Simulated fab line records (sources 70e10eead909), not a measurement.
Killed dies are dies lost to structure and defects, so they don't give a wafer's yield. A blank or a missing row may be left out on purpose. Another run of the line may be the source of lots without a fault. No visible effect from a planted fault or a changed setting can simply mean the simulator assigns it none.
fab line records -- flow nandHarc
record: lots: 14, wafers: 42, lastDay: 33
route steps=1302 shown A_CHANNEL_FILL_D2@628 A_BONDPAD@1215 HYBRID_BOND@1242 THIN_TSV@1245 END@1302
lots with no fault: from the same line, run without faults
startH: start of the lot's first displayed wafer, in hours after the record's first day -- waitH: hours elapsed since this lot's preceding step -- " same as the row above -- L1.1+2: a single row standing in for several wafers -- - no value, or no start was given -- * or withheld: withheld -- < > ~ a bound
route shown NAME@n: names a module that has steps shown in the file, with the first one's number in the route -- usual: mean and standard deviation over wafers with no fault -- same: alike in all rows -- chamber/n: place in a boat -- sites: each site's reading -- _std_site: their standard deviation -- _edge_site: inner sites' mean taken away from outer sites' mean -- radiusMm: how far each site lies from the wafer's centre -- mask NAME#n: copy n -- behind: the most recent tool/chamber to have shaped the wafer -- hold: reason for holding the lot/hours on hold/outcome of the hold -- device: transistor that didn't switch, given as n, p or np -- end of line: the route-end tests of the same wafers -- a step without rows: its recipe alone -- killed: the dies lost at the first sort to structure and to defects; this is not the yield of the wafer -- map: per-die view of a wafer (x killed, . not killed, _ where there is no die)
set.NAME: the setting as run; set.NAME@STEP: as run at that earlier step -- model.NAME: the simulator's own value behind a step, which no gauge read
steps of the route over a sample of lots; a table a step, a row a wafer
services: from which hour (startH, from the record's first day; less than 0 if before it) a tool's chamber was out of use, for how many hours, and why
== steps ==
step: NHARC_A_CHANNEL_FILL_D2_ETCHBACK_08
recipe: targetDepthA: 2200, timeS: 110, c4f8FlowSccm: 20, arFlowSccm: withheld, rfW: 600, biasW: 300, chemistry: C4F8
usual: oesProductAu: 0.96/0.035, rfVppV: 440.6/2.3
lot.wafer,tool,chamber,startH,waitH,oesProductAu,rfHoursCounterH,rfVppV
L604.1,rieDiel-01,1,311.60,-,0.93,3,437.5
L604.3,rieDiel-01,3,311.60,-,0.91,2,439.1
L604.2,rieDiel-01,0,311.60,-,0.92,2,443.9
L603.4,rieDiel-01,2,326.81,-,0.93,3,440.5
L603.3,rieDiel-01,0,326.81,-,0.93,3,445.2
L603.5,rieDiel-01,2,326.81,-,0.93,-,442.4
L606.3,rieDiel-02,2,340.49,-,0.93,4,438.3
L606.6,rieDiel-02,3,340.49,-,0.93,-,441.9
L606.5,rieDiel-02,0,340.49,-,0.92,-,440.3
L605.1,rieDiel-01,2,340.51,-,0.92,3,440.9
L605.3,rieDiel-01,0,340.51,-,0.92,3,445.7
L605.5,rieDiel-01,2,340.51,-,0.92,-,440.5
L607.2,rieDiel-07,2,371.19,-,0.92,16,440.1
L607.1,rieDiel-07,0,371.19,-,0.93,21,435.9
L607.5,rieDiel-07,1,371.19,-,0.92,-,440.9
L609.3,rieDiel-01,2,376.01,-,1.00,0,440.8
L609.6,rieDiel-01,3,376.01,-,1.00,-,437.8
L609.5,rieDiel-01,0,376.01,-,1.01,-,443.6
L611.4,rieDiel-02,0,399.56,-,0.93,0,438.6
L611.3,rieDiel-02,2,399.56,-,0.93,0,438.7
L611.2,rieDiel-02,3,399.56,-,0.92,0,440.2
L612.2,rieDiel-02,1,416.06,-,1.00,1,442.6
L612.1,rieDiel-02,0,416.06,-,1.00,1,439.8
L612.6,rieDiel-02,1,416.06,-,0.99,-,442.2
L613.2,rieDiel-02,1,422.48,-,0.93,1,442.8
L613.1,rieDiel-02,2,422.48,-,0.93,1,436.5
L613.4,rieDiel-02,3,422.48,-,0.93,1,441.4
L614.4,rieDiel-02,1,429.29,-,0.92,1,441.8
L614.2,rieDiel-02,3,429.29,-,0.93,1,443.6
L614.6,rieDiel-02,2,429.29,-,0.93,-,438.3
L616.2,rieDiel-02,2,439.85,-,1.01,2,438.6
L616.1,rieDiel-02,3,439.85,-,1.01,2,442.1
L616.5,rieDiel-02,3,439.85,-,1.01,-,441.3
L620.1,rieDiel-02,2,487.53,-,0.93,3,438.2
L620.5,rieDiel-02,2,487.53,-,0.93,-,438.3
L620.6,rieDiel-02,3,487.53,-,0.92,-,441.5
L622.2,rieDiel-02,3,499.67,-,1.01,3,441.5
L622.6,rieDiel-02,1,499.67,-,0.99,-,442.8
L622.5,rieDiel-02,2,499.67,-,0.99,-,440.2
L621.2,rieDiel-01,2,499.72,-,0.96,4,441.6
L621.1,rieDiel-01,0,499.72,-,0.94,3,444.7
L621.5,rieDiel-01,2,499.72,-,0.95,-,440.4
step: NHARC_A_BONDPAD_CD_MEAS_09
recipe: targetCdNm: 500, landingEnergyEv: 500
usual: cdNm: 500.3/1.3
lot.wafer,tool,chamber,startH,waitH,cdNm
L604.1,cdSem-03,0,511.05,-,500.7
L604.2,cdSem-03,0,511.05,-,499.6
L604.3,cdSem-03,0,511.05,-,501.3
L605.1,cdSem-02,0,521.96,-,499.4
L605.3,cdSem-02,0,521.96,-,499.1
L605.5,cdSem-02,0,521.96,-,500.6
L606.3,cdSem-02,0,523.26,-,500.5
L606.5,cdSem-02,0,523.26,-,502.1
L606.6,cdSem-02,0,523.26,-,501.2
L603.3,cdSem-02,0,524.82,-,499.5
L603.4,cdSem-02,0,524.82,-,500.7
L603.5,cdSem-02,0,524.82,-,499.8
L607.1,cdSem-02,0,554.39,-,498.6
L607.2,cdSem-02,0,554.39,-,498.4
L607.5,cdSem-02,0,554.39,-,498.0
L609.3,cdSem-02,0,557.55,-,502.2
L609.5,cdSem-02,0,557.55,-,500.2
L609.6,cdSem-02,0,557.55,-,500.6
L611.2,cdSem-03,0,590.77,-,498.9
L611.3,cdSem-03,0,590.77,-,499.2
L611.4,cdSem-03,0,590.77,-,500.9
L612.1,cdSem-01,0,606.09,-,498.7
L612.2,cdSem-01,0,606.09,-,501.4
L612.6,cdSem-01,0,606.09,-,500.2
L613.1,cdSem-02,0,607.45,-,501.9
L613.2,cdSem-02,0,607.45,-,501.9
L613.4,cdSem-02,0,607.45,-,502.5
L614.2,cdSem-03,0,611.15,-,500.1
L614.4,cdSem-03,0,611.15,-,498.5
L614.6,cdSem-03,0,611.15,-,499.9
L616.1,cdSem-03,0,625.29,-,501.4
L616.2,cdSem-03,0,625.29,-,500.9
L616.5,cdSem-03,0,625.29,-,500.2
L620.1,cdSem-02,0,664.83,-,498.1
L620.5,cdSem-02,0,664.83,-,500.8
L620.6,cdSem-02,0,664.83,-,497.5
L622.2,cdSem-02,0,679.78,-,499.8
L622.5,cdSem-02,0,679.78,-,499.1
L622.6,cdSem-02,0,679.78,-,499.8
L621.1,cdSem-03,0,680.58,-,501.5
L621.2,cdSem-03,0,680.58,-,501.8
L621.5,cdSem-03,0,680.58,-,500.8
step: NHARC_HYBRID_BOND_OVL_MEAS_05
usual: overlayXNm: -3/33, overlayYNm: 0/34
lot.wafer,tool,chamber,startH,waitH,overlayXNm,overlayYNm
L604.1,overlay-02,-,521.69,0.4,-16,-73
L604.2,overlay-02,-,521.69,0.4,-34,17
L604.3,overlay-02,-,521.69,0.4,49,14
L605.1,overlay-02,-,534.64,0.4,-4,-63
L605.3,overlay-02,-,534.64,0.4,-32,4
L605.5,overlay-02,-,534.64,0.4,-60,8
L606.3,overlay-01,-,534.64,0.4,-8,17
L606.5,overlay-01,-,534.64,0.4,15,10
L606.6,overlay-01,-,534.64,0.4,-37,44
L603.3,overlay-01,-,534.65,0.4,22,11
L603.4,overlay-01,-,534.65,0.4,49,-2
L603.5,overlay-01,-,534.65,0.4,-29,13
L607.1,overlay-01,-,566.71,0.4,39,38
L607.2,overlay-01,-,566.71,0.4,24,-70
L607.5,overlay-01,-,566.71,0.4,-26,0
L609.3,overlay-02,-,566.71,0.4,45,18
L609.5,overlay-02,-,566.71,0.4,-24,-10
L609.6,overlay-02,-,566.71,0.4,-5,6
L611.2,overlay-01,-,602.65,0.4,27,76
L611.3,overlay-01,-,602.65,0.4,-33,-21
L611.4,overlay-01,-,602.65,0.4,-47,-38
L612.1,overlay-02,-,619.04,0.4,31,3
L612.2,overlay-02,-,619.04,0.4,-25,-2
L612.6,overlay-02,-,619.04,0.4,-35,-43
L613.1,overlay-01,-,619.04,0.4,-1,1
L613.2,overlay-01,-,619.04,0.4,-3,5
L613.4,overlay-01,-,619.04,0.4,70,-69
L614.2,overlay-01,-,626.31,0.4,-18,-15
L614.4,overlay-01,-,626.31,0.4,-29,14
L614.6,overlay-01,-,626.31,0.4,51,-46
L616.1,overlay-02,-,645.83,0.4,11,75
L616.2,overlay-02,-,645.83,0.4,17,3
L616.5,overlay-02,-,645.83,0.4,89,32
L620.1,overlay-01,-,676.60,0.4,-13,-46
L620.5,overlay-01,-,676.60,0.4,-29,-28
L620.6,overlay-01,-,676.60,0.4,-5,-5
L621.1,overlay-02,-,692.97,0.4,-5,-31
L621.2,overlay-02,-,692.97,0.4,-32,2
L621.5,overlay-02,-,692.97,0.4,-25,12
L622.2,overlay-01,-,692.97,0.4,-12,-3
L622.5,overlay-01,-,692.97,0.4,34,11
L622.6,overlay-01,-,692.97,0.4,42,8
step: NHARC_THIN_TSV_CMP_01
recipe: targetThkUm: 3
usual: motorCurrentA: 12.1/1.2
lot.wafer,tool,chamber,startH,waitH,motorCurrentA
L604.3,cmp-01,1,524.33,0.6,10.6
L604.2,cmp-01,3,524.33,0.6,13.4
L604.1,cmp-01,0,524.33,0.6,14.2
L605.3,cmp-02,1,536.10,0.7,9.2
L605.1,cmp-02,3,536.10,0.7,11.9
L605.5,cmp-02,0,536.10,0.7,10.4
L606.3,cmp-01,0,537.34,0.7,14.1
L606.5,cmp-01,1,537.34,0.7,11.5
L606.6,cmp-01,2,537.34,0.7,13.0
L603.3,cmp-02,3,538.47,0.6,11.5
L603.4,cmp-02,2,538.47,0.6,12.1
L603.5,cmp-02,3,538.47,0.6,11.5
L609.3,cmp-02,1,568.15,0.6,9.2
L609.5,cmp-02,1,568.15,0.6,9.7
L609.6,cmp-02,2,568.15,0.6,11.8
L607.2,cmp-03,3,569.35,0.8,11.6
L607.1,cmp-03,2,569.35,0.8,13.5
L607.5,cmp-03,0,569.35,0.8,12.4
L611.3,cmp-03,1,605.26,0.6,11.4
L611.4,cmp-03,3,605.26,0.6,11.0
L611.2,cmp-03,0,605.26,0.6,12.2
L612.2,cmp-01,1,726.52,0.8,10.9
L612.1,cmp-01,3,726.52,0.8,13.5
L612.6,cmp-01,2,726.52,0.8,12.5
L613.2,cmp-02,0,727.75,0.9,10.3
L613.4,cmp-02,1,727.75,0.9,9.8
L613.1,cmp-02,2,727.75,0.9,11.9
L614.4,cmp-01,0,730.15,0.5,14.3
L614.2,cmp-01,2,730.15,0.5,12.8
L614.6,cmp-01,0,730.15,0.5,14.1
L616.2,cmp-01,3,731.34,0.8,12.9
L616.1,cmp-01,0,731.34,0.8,13.8
L616.5,cmp-01,3,731.34,0.8,13.7
L620.1,cmp-03,0,736.20,1.1,12.1
L620.6,cmp-03,2,736.20,1.1,13.8
L620.5,cmp-03,3,736.20,1.1,11.7
L621.2,cmp-02,3,737.41,0.9,11.6
L621.1,cmp-02,1,737.41,0.9,9.6
L621.5,cmp-02,2,737.41,0.9,12.2
L622.2,cmp-01,3,738.64,0.9,13.2
L622.5,cmp-01,1,738.64,0.9,10.6
L622.6,cmp-01,2,738.64,0.9,12.5
step: NHARC_END_SORT_01
recipe: tempC: 25
usual: killedAtArray: 47/14, killedAtOther: 0.5/0.72, killedAtPeriphery: 4/3.1, killedDies: 52/15, killedOpen: 3.2/1.9, killedShort: 2.4/1.7
same: grossDies: 677
lot.wafer,tool,chamber,startH,waitH,killedAtArray,killedAtOther,killedAtPeriphery,killedDies,killedOpen,killedShort
L620.1,prober-01,0,774.26,2.5,118,0,4,122,1,1
L620.5,prober-01,0,777.40,3.6,114,1,3,118,5,0
L620.6,prober-01,0,778.18,3.9,82,2,6,90,6,2
L622.2,prober-01,0,782.81,2.8,107,1,9,117,1,1
L622.5,prober-01,0,785.24,3.7,138,2,4,144,1,3
L622.6,prober-01,0,786.04,4.0,124,1,6,131,1,1
killed by level:class
L620.1 A_CHANNEL_FILL_D2:unspecified=91 A_CHANNEL_HOLE_D2:chamberFilmFlake=10 A_CONTACT:chamberFilmFlake=6 A_SLIT:chamberFilmFlake=5 A_CHANNEL_HOLE_D1:chamberFilmFlake=3 P_GATE:chamberFilmFlake=2 A_CHANNEL_FILL_D1:geometricParticle:open=1 A_CHANNEL_FILL_D2:geometricParticle:short=1
L620.5 A_CHANNEL_FILL_D2:unspecified=83 A_CHANNEL_HOLE_D2:chamberFilmFlake=11 A_SLIT:chamberFilmFlake=7 A_CHANNEL_HOLE_D1:chamberFilmFlake=5 A_CONTACT:chamberFilmFlake=4 A_CHANNEL_FILL_D1:geometricParticle:open=2 P_M2:geometricParticle:open=1 A_ONON_D2:geometricParticle:open=1
L620.6 A_CHANNEL_FILL_D2:unspecified=45 A_CHANNEL_HOLE_D2:chamberFilmFlake=20 A_CHANNEL_HOLE_D1:chamberFilmFlake=4 A_CONTACT:chamberFilmFlake=4 A_SLIT:chamberFilmFlake=4 P_GATE:chamberFilmFlake=2 P_STI:geometricParticle:open=1 P_GATE:geometricParticle:open=1
L622.2 A_CHANNEL_FILL_D2:unspecified=47 A_SLIT:chamberFilmFlake=25 A_CHANNEL_HOLE_D2:chamberFilmFlake=16 A_CHANNEL_HOLE_D1:chamberFilmFlake=9 P_M2:chamberFilmFlake=7 A_CONTACT:chamberFilmFlake=5 A_DECK1_JOINT:chamberFilmFlake=2 A_CHANNEL_FILL_D2:geometricParticle:open=1
L622.5 A_CHANNEL_FILL_D2:unspecified=90 A_SLIT:chamberFilmFlake=17 A_CHANNEL_HOLE_D2:chamberFilmFlake=15 A_CHANNEL_HOLE_D1:chamberFilmFlake=6 A_CONTACT:chamberFilmFlake=3 A_STAIRCASE:chamberFilmFlake=3 P_M2:chamberFilmFlake=2 HYBRID_BOND:chamberFilmFlake=2
L622.6 A_CHANNEL_FILL_D2:unspecified=92 A_SLIT:chamberFilmFlake=12 A_CHANNEL_HOLE_D2:chamberFilmFlake=6 A_CHANNEL_HOLE_D1:chamberFilmFlake=5 P_M2:chamberFilmFlake=3 A_CONTACT:chamberFilmFlake=3 P_GATE:chamberFilmFlake=2 A_DECK1_JOINT:chamberFilmFlake=2
== services ==
tool,chamber,startH,hours,kind
cmp-02,-,299.00,0.5,repair
cmp-02,-,309.59,4.0,pm
cmp-01,-,309.94,1.3,repair
rieDiel-01,-,318.21,1.2,repair
cmp-01,-,360.02,4.0,pm
rieDiel-02,-,369.70,9.0,pm
cmp-01,-,370.27,1.2,repair
cmp-01,-,375.47,0.3,repair
cmp-01,-,458.02,4.0,pm
cmp-01,-,473.18,0.6,repair
cmp-01,-,474.08,0.2,repair
rieDiel-02,1,496.66,2.4,repair
rieDiel-02,-,497.31,0.4,repair
rieDiel-02,2,501.78,12.5,repair
rieDiel-02,-,546.70,9.0,pm
cmp-01,-,556.02,4.0,pm
rieDiel-02,1,592.77,2.6,repair
rieDiel-02,-,600.23,2.8,repair
cmp-01,-,609.61,1.2,repair
cmp-01,-,654.02,4.0,pm
cmp-01,-,685.47,0.3,repair
rieDiel-02,2,706.85,2.0,repair
rieDiel-02,3,721.65,12.4,repair
rieDiel-02,-,723.70,9.0,pm
== key ==
firstSign: step: NHARC_END_SORT_01, reading: killedAtArray, direction: up, sigmas: 4.7, usual: 47, struck: 114
effect: step: NHARC_END_SORT_01, reading: killedDies, direction: up, sigmas: 4.5, usual: 52, struck: 120
moreKillsBornAt: NHARC_A_CHANNEL_FILL_D2_ETCHBACK_08@rieDiel-02: 448
metAt NHARC_A_CHANNEL_FILL_D2_ETCHBACK_08
struckLots L620,L622
testerLeftOut L620,L622
notActingAt NHARC_A_BONDPAD_CD_MEAS_09,NHARC_HYBRID_BOND_OVL_MEAS_05,NHARC_THIN_TSV_CMP_01
onsetBetween 439.85 487.53
fault: kind: chamberParticleSource, tool: rieDiel-02, chamber: -, onsetH: 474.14, steps: NHARC_A_CHANNEL_FILL_D2_ETCHBACK_08, ratePerVisitCm2: 0.8142, endH: 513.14
testerLeftOut: of these lots the tester's yield and bins aren't shown, on N5 and GAA mostly nor the transistor test; their killed dies are dies lost to structure and defects alone, not to doping, threshold or leakage, so they don't give the yield
